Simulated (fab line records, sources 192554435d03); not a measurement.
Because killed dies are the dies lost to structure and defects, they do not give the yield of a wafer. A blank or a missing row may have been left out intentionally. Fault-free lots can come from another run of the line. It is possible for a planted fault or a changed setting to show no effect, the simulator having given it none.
Which tool did it? -- flow n5 finfet -- Sampling: 24 lots, 72 wafers, 6 of 1938 route steps

== WHAT THE GAUGES SHOWED, per wafer ==
N5_BEOL_M1_THK_MEAS_01.
lot,measured,on,M1_ILD_THK (nm)
L074,day 5 23:42,film metro-01,78.1 79.5 79.1
L075,day 6 07:10,film metro-01,78.0 77.9 79.2
L076,day 6 09:44,film metro-01,78.8 78.1 78.5
L078,day 6 19:24,film metro-02,78.4 79.2 80.0
L077,day 6 20:03,film metro-02,77.2 78.0 78.7
L079,day 7 05:41,film metro-02,77.5 79.3 79.5
L080,day 7 20:19,film metro-02,76.6 78.9 78.5
L081,day 7 23:10,film metro-01,77.9 78.2 80.0
L082,day 8 01:47,film metro-01,79.0 79.7 79.9
L084,day 8 06:52,film metro-02,79.6 77.5 78.9
L083,day 8 07:23,film metro-02,78.4 79.9 78.6
L085,day 8 17:11,film metro-01,78.7 78.7 80.5
L086,day 8 22:55,film metro-01,79.5 78.5 79.0
L087,day 9 03:35,film metro-01,78.1 79.5 80.7
L088,day 9 20:27,film metro-02,78.5 77.8 79.7
L089,day 9 21:22,film metro-01,79.1 78.7 78.3
L090,day 9 22:14,film metro-02,79.2 79.2 80.6
L091,day 10 02:20,film metro-02,77.1 78.4 78.4
L092,day 10 08:35,film metro-01,78.6 78.2 79.1
L093,day 11 00:00,film metro-02,79.2 78.7 78.9
L095,day 11 09:35,film metro-01,77.5 79.4 79.4
L094,day 11 09:50,film metro-01,78.1 78.1 78.6
L096,day 12 00:15,film metro-01,78.0 78.7 80.6
L097,day 12 02:36,film metro-01,77.8 77.2 78.2

N5_BEOL_M1_CD_MEAS_28: target cd y 23.3 nm.
lot,measured,on,cd nm (nm)
L074,day 6 02:22,cd sem-02,24.09 23.74 24.16
L075,day 6 09:58,cd sem-03,23.72 24.08 24.03
L076,day 6 14:08,cd sem-03,23.72 24.10 24.21
L078,day 6 21:11,cd sem-03,24.01 23.95 23.87
L077,day 6 21:50,cd sem-03,24.01 23.78 23.88
L079,day 7 08:28,cd sem-01,23.55 24.04 23.67
L080,day 7 22:12,cd sem-03,23.71 23.50 24.06
L081,day 8 00:42,cd sem-01,23.86 23.86 24.54
L082,day 8 04:49,cd sem-01,23.63 23.86 23.91
L084,day 8 08:17,cd sem-03,24.15 24.23 23.97
L083,day 8 10:47,cd sem-03,23.94 24.36 23.88
L085,day 8 19:03,cd sem-01,24.03 24.16 23.87
L086,day 9 00:55,cd sem-01,24.07 23.84 23.66
L087,day 9 07:41,cd sem-03,23.59 23.61 23.84
L088,day 9 23:35,cd sem-01,23.75 23.88 23.62
L089,day 10 00:08,cd sem-02,23.73 24.03 23.94
L090,day 10 00:16,cd sem-02,24.08 23.90 23.74
L091,day 10 04:33,cd sem-01,23.85 23.90 23.94
L092,day 10 11:16,cd sem-02,24.16 23.82 24.11
L093,day 11 03:44,cd sem-02,24.00 24.16 23.89
L095,day 11 13:16,cd sem-01,23.83 24.03 23.83
L094,day 11 13:31,cd sem-03,23.78 23.69 23.71
L096,day 12 01:46,cd sem-01,23.87 24.01 23.80
L097,day 12 04:39,cd sem-03,24.02 24.15 23.69

== WHICH TOOL RAN EACH LOT (tool, then ch and the chambers of the sampled wafers, then the start) ==
lot,N5_BEOL_M0_SPUTTER_132,N5_BEOL_M1_DESCUM_16,N5_BEOL_M1_ETCH_74,N5_BEOL_M1_STRIP_66
L074,"pvd sputter-03, day 5 22:15","rie diel-03 ch 1,2,3, day 6 01:37","rie diel-03 ch 1,2,3, day 6 01:40","rie diel-03 ch 1,2,3, day 6 01:50"
L075,"pvd sputter-02, day 6 05:44","rie diel-01 ch 0,1,3, day 6 09:06","rie diel-01 ch 0,1,3, day 6 09:08","rie diel-01 ch 0,1,3, day 6 09:19"
L076,"pvd sputter-01, day 6 08:18","rie diel-04 ch 1,2,3, day 6 13:11","rie diel-04 ch 1,2,3, day 6 13:14","rie diel-04 ch 1,2,3, day 6 13:24"
L078,"pvd sputter-03, day 6 17:59","rie diel-03 ch 0,1,3, day 6 20:19","rie diel-03 ch 0,1,3, day 6 20:21","rie diel-03 ch 0,1,3, day 6 20:32"
L077,"pvd sputter-03, day 6 18:30","rie diel-04 ch 0,1,3, day 6 21:05","rie diel-04 ch 0,1,3, day 6 21:08","rie diel-04 ch 0,1,3, day 6 21:18"
L079,"pvd sputter-01, day 7 03:55","rie diel-03 ch 0,1,3, day 7 07:39","rie diel-03 ch 0,1,3, day 7 07:41","rie diel-03 ch 0,1,3, day 7 07:51"
L080,"pvd sputter-02, day 7 18:54","rie diel-03 ch 1,2,3, day 7 21:24","rie diel-03 ch 1,2,3, day 7 21:26","rie diel-03 ch 1,2,3, day 7 21:37"
L081,"pvd sputter-02, day 7 21:28","rie diel-01 ch 1,3, day 7 23:56","rie diel-01 ch 1,3, day 7 23:58","rie diel-01 ch 1,3, day 8 00:09"
L082,"pvd sputter-02, day 8 00:22","rie diel-04 ch 1,2,3, day 8 04:04","rie diel-04 ch 1,2,3, day 8 04:06","rie diel-04 ch 1,2,3, day 8 04:17"
L084,"pvd sputter-03, day 8 05:27","rie diel-01 ch 0,1,3, day 8 07:32","rie diel-01 ch 0,1,3, day 8 07:34","rie diel-01 ch 0,1,3, day 8 07:44"
L083,"pvd sputter-03, day 8 05:53","rie diel-01 ch 1,2, day 8 10:02","rie diel-01 ch 1,2, day 8 10:04","rie diel-01 ch 1,2, day 8 10:14"
L085,"pvd sputter-01, day 8 15:25","rie diel-01 ch 0,3, day 8 18:10","rie diel-01 ch 0,3, day 8 18:13","rie diel-01 ch 0,3, day 8 18:23"
L086,"pvd sputter-01, day 8 21:17","rie diel-03 ch 0,1,2, day 8 23:58","rie diel-03 ch 0,1,2, day 9 00:00","rie diel-03 ch 0,1,2, day 9 00:10"
L087,"pvd sputter-02, day 9 02:10","rie diel-01 ch 0,2,3, day 9 06:55","rie diel-01 ch 0,2,3, day 9 06:58","rie diel-01 ch 0,2,3, day 9 07:08"
L088,"pvd sputter-01, day 9 19:00","rie diel-04 ch 0,1,2, day 9 22:50","rie diel-04 ch 0,1,2, day 9 22:52","rie diel-04 ch 0,1,2, day 9 23:02"
L089,"pvd sputter-01, day 9 19:42","rie diel-04 ch 1,2, day 9 23:14","rie diel-04 ch 1,2, day 9 23:16","rie diel-04 ch 1,2, day 9 23:26"
L090,"pvd sputter-02, day 9 20:46","rie diel-03 ch 1,2,3, day 9 23:31","rie diel-03 ch 1,2,3, day 9 23:33","rie diel-03 ch 1,2,3, day 9 23:43"
L091,"pvd sputter-01, day 10 00:22","rie diel-03 ch 1,2,3, day 10 03:48","rie diel-03 ch 1,2,3, day 10 03:50","rie diel-03 ch 1,2,3, day 10 04:01"
L092,"pvd sputter-01, day 10 07:10","rie diel-01 ch 1,2,3, day 10 10:14","rie diel-01 ch 1,2,3, day 10 10:16","rie diel-01 ch 1,2,3, day 10 10:26"
L093,"pvd sputter-01, day 10 21:20","rie diel-04 ch 2,3, day 11 02:59","rie diel-04 ch 2,3, day 11 03:02","rie diel-04 ch 2,3, day 11 03:12"
L095,"pvd sputter-01, day 11 07:50","rie diel-03 ch 1,3, day 11 12:26","rie diel-03 ch 1,3, day 11 12:28","rie diel-03 ch 1,3, day 11 12:38"
L094,"pvd sputter-03, day 11 08:07","rie diel-01 ch 1,3, day 11 12:37","rie diel-01 ch 1,3, day 11 12:39","rie diel-01 ch 1,3, day 11 12:49"
L096,"pvd sputter-03, day 11 22:49","rie diel-03 ch 0,1, day 12 01:00","rie diel-03 ch 0,1, day 12 01:02","rie diel-03 ch 0,1, day 12 01:13"
L097,"pvd sputter-01, day 12 01:03","rie diel-04 ch 0,1,3, day 12 03:53","rie diel-04 ch 0,1,3, day 12 03:55","rie diel-04 ch 0,1,3, day 12 04:05"
- N5_BEOL_M0_SPUTTER_132: material Cu, target thk 4 nm, time 7.37 s.
- N5_BEOL_M1_DESCUM_16: chemistry O2, time 7 s.
- N5_BEOL_M1_ETCH_74: etches underlayer in N2/H2, target depth 6.5 nm, time 5.2 s.
- N5_BEOL_M1_STRIP_66: strips in CF4.

== WHAT THE TOOLS THEMSELVES READ (means of the sampled wafers that have a number; where no wafer has one, the mark that the record gives instead) ==
N5_BEOL_M0_SPUTTER_132.
lot,tool,chamber pressure pa (Pa),chuck gas flow sccm (sccm),throttle valve pct (%)
L074,pvd sputter-03,0.07000,1.23,30.1
L075,pvd sputter-02,0.07014,1.25,30.4
L076,pvd sputter-01,0.07002,1.26,29.8
L078,pvd sputter-03,0.07007,1.24,30.7
L077,pvd sputter-03,0.07000,1.24,30.7
L079,pvd sputter-01,0.06993,1.28,30.0
L080,pvd sputter-02,0.07008,1.30,29.4
L081,pvd sputter-02,0.06994,1.32,30.1
L082,pvd sputter-02,0.07008,1.29,30.1
L084,pvd sputter-03,0.06997,1.27,30.7
L083,pvd sputter-03,0.06982,1.31,29.5
L085,pvd sputter-01,0.07014,1.28,29.8
L086,pvd sputter-01,0.07008,1.25,29.2
L087,pvd sputter-02,0.07012,1.30,29.8
L088,pvd sputter-01,0.06996,1.30,28.7
L089,pvd sputter-01,0.07002,1.26,30.0
L090,pvd sputter-02,0.06993,1.26,28.6
L091,pvd sputter-01,0.07004,1.32,30.1
L092,pvd sputter-01,0.06993,1.26,28.9
L093,pvd sputter-01,0.06993,1.26,29.3
L095,pvd sputter-01,0.07014,1.29,29.9
L094,pvd sputter-03,0.07000,1.26,30.5
L096,pvd sputter-03,0.06999,1.24,30.1
L097,pvd sputter-01,0.07001,1.18,29.2

N5_BEOL_M1_DESCUM_16.
lot,tool,drypump motor current A (A),oes product au (a.u.),rf vpp V (V),showerhead plenum p Torr (Torr),throttle valve pct (%)
L074,rie diel-03,5.3,0.88,244.1,2.13,20.53
L075,rie diel-01,5.5,0.90,245.1,2.20,20.26
L076,rie diel-04,6.0,0.75,242.4,2.06,20.44
L078,rie diel-03,5.3,0.83,242.1,2.05,20.53
L077,rie diel-04,6.0,0.75,242.0,2.06,20.39
L079,rie diel-03,5.3,0.82,243.2,2.05,20.53
L080,rie diel-03,5.4,0.86,243.6,2.13,20.55
L081,rie diel-01,5.8,0.88,244.9,2.20,20.10
L082,rie diel-04,6.0,0.75,242.9,2.06,20.44
L084,rie diel-01,5.5,0.88,245.3,2.20,20.27
L083,rie diel-01,5.7,0.75,243.5,2.12,20.37
L085,rie diel-01,5.3,0.87,244.0,2.16,20.40
L086,rie diel-03,5.5,0.79,242.9,2.11,20.60
L087,rie diel-01,5.4,0.81,244.0,2.14,20.47
L088,rie diel-04,5.8,0.73,243.6,2.10,20.49
L089,rie diel-04,5.7,0.73,243.6,2.11,20.54
L090,rie diel-03,5.3,0.84,243.7,2.12,20.58
L091,rie diel-03,5.4,0.83,243.0,2.12,20.58
L092,rie diel-01,5.7,0.89,243.7,2.14,20.19
L093,rie diel-04,6.0,0.69,244.2,2.10,20.67
L095,rie diel-03,5.1,0.82,242.4,2.06,20.56
L094,rie diel-01,5.6,0.84,243.7,2.15,20.28
L096,rie diel-03,5.7,0.86,244.5,2.16,20.38
L097,rie diel-04,6.0,0.82,243.2,2.05,20.32

N5_BEOL_M1_ETCH_74.
lot,tool,drypump motor current A (A),etch rf on time s (s),oes product au (a.u.),rf vpp V (V),showerhead plenum p Torr (Torr),throttle valve pct (%)
L074,rie diel-03,5.4,5.17,0.75,526,2.59,17.91
L075,rie diel-01,5.5,5.12,0.76,529,2.67,17.62
L076,rie diel-04,6.0,5.13,0.65,522,2.50,17.82
L078,rie diel-03,5.3,5.17,0.70,523,2.49,17.87
L077,rie diel-04,6.0,5.16,0.64,523,2.50,17.81
L079,rie diel-03,5.3,5.10,0.70,524,2.49,17.91
L080,rie diel-03,5.4,5.14,0.73,526,2.58,17.92
L081,rie diel-01,5.8,5.12,0.75,528,2.66,17.47
L082,rie diel-04,6.0,5.23,0.64,524,2.50,17.84
L084,rie diel-01,5.5,5.07,0.75,528,2.66,17.65
L083,rie diel-01,5.7,5.18,0.64,525,2.57,17.84
L085,rie diel-01,5.3,5.07,0.75,524,2.63,17.80
L086,rie diel-03,5.5,5.20,0.67,524,2.56,17.97
L087,rie diel-01,5.4,5.10,0.69,527,2.60,17.93
L088,rie diel-04,5.8,5.22,0.61,524,2.56,17.90
L089,rie diel-04,5.7,5.18,0.63,525,2.56,17.92
L090,rie diel-03,5.4,5.17,0.71,524,2.57,17.94
L091,rie diel-03,5.3,5.21,0.71,524,2.57,17.93
L092,rie diel-01,5.6,5.13,0.76,526,2.59,17.60
L093,rie diel-04,6.0,5.19,0.59,524,2.54,18.01
L095,rie diel-03,5.1,5.17,0.71,523,2.50,17.93
L094,rie diel-01,5.6,4.98,0.73,526,2.62,17.66
L096,rie diel-03,5.7,5.11,0.74,526,2.62,17.73
L097,rie diel-04,6.0,5.23,0.70,522,2.49,17.73

N5_BEOL_M1_STRIP_66.
lot,tool,drypump motor current A (A),oes product au (a.u.),rf vpp V (V),showerhead plenum p Torr (Torr),throttle valve pct (%)
L074,rie diel-03,5.3,0.87,272.0,1.82,13.57
L075,rie diel-01,5.5,0.88,273.7,1.87,13.29
L076,rie diel-04,6.0,0.75,271.1,1.77,13.58
L078,rie diel-03,5.3,0.81,270.8,1.76,13.64
L077,rie diel-04,6.0,0.74,269.4,1.77,13.61
L079,rie diel-03,5.3,0.81,270.5,1.76,13.65
L080,rie diel-03,5.3,0.85,271.6,1.82,13.59
L081,rie diel-01,5.7,0.86,273.0,1.87,13.21
L082,rie diel-04,6.0,0.74,270.4,1.77,13.62
L084,rie diel-01,5.5,0.86,273.0,1.87,13.31
L083,rie diel-01,5.7,0.74,271.7,1.81,13.58
L085,rie diel-01,5.3,0.86,272.6,1.84,13.44
L086,rie diel-03,5.5,0.79,272.0,1.80,13.71
L087,rie diel-01,5.3,0.79,271.4,1.83,13.56
L088,rie diel-04,5.8,0.72,271.5,1.81,13.72
L089,rie diel-04,5.8,0.72,271.3,1.81,13.70
L090,rie diel-03,5.4,0.83,271.7,1.82,13.65
L091,rie diel-03,5.4,0.82,271.7,1.81,13.63
L092,rie diel-01,5.6,0.88,272.0,1.83,13.30
L093,rie diel-04,6.0,0.68,271.1,1.79,13.85
L095,rie diel-03,5.1,0.82,270.3,1.77,13.63
L094,rie diel-01,5.6,0.82,271.9,1.84,13.39
L096,rie diel-03,5.7,0.85,271.8,1.85,13.44
L097,rie diel-04,6.0,0.81,269.3,1.76,13.49

== THE ANSWER, worked out from the rows above alone ==
Rule: what is usual is taken from the lots themselves. The widest of any qualifying gaps counts: lots, ordered by their means at a reading, are off when they make up no more than a third of the lots, leave a main group of 4 or more, and stand apart from it by 3 or more times the standard deviation of that group's means. The tables above print the reading to a certain number of digits; a main group whose means all agree to those digits is not used. A lot without any number at a reading at which 4 lots or more have one is off too. All remaining lots with rows at the step are treated as sound. First the gauges in route order, then the tools' own readings, where a lot's mean is used as printed above. The first step at which some lot is off is used, and at that step the reading that is off furthest; a lot without a number counts as furthest.
No lot is off at any reading shown: from this, nothing can be told.

== WHAT THE SIMULATOR HAD PUT IN ==
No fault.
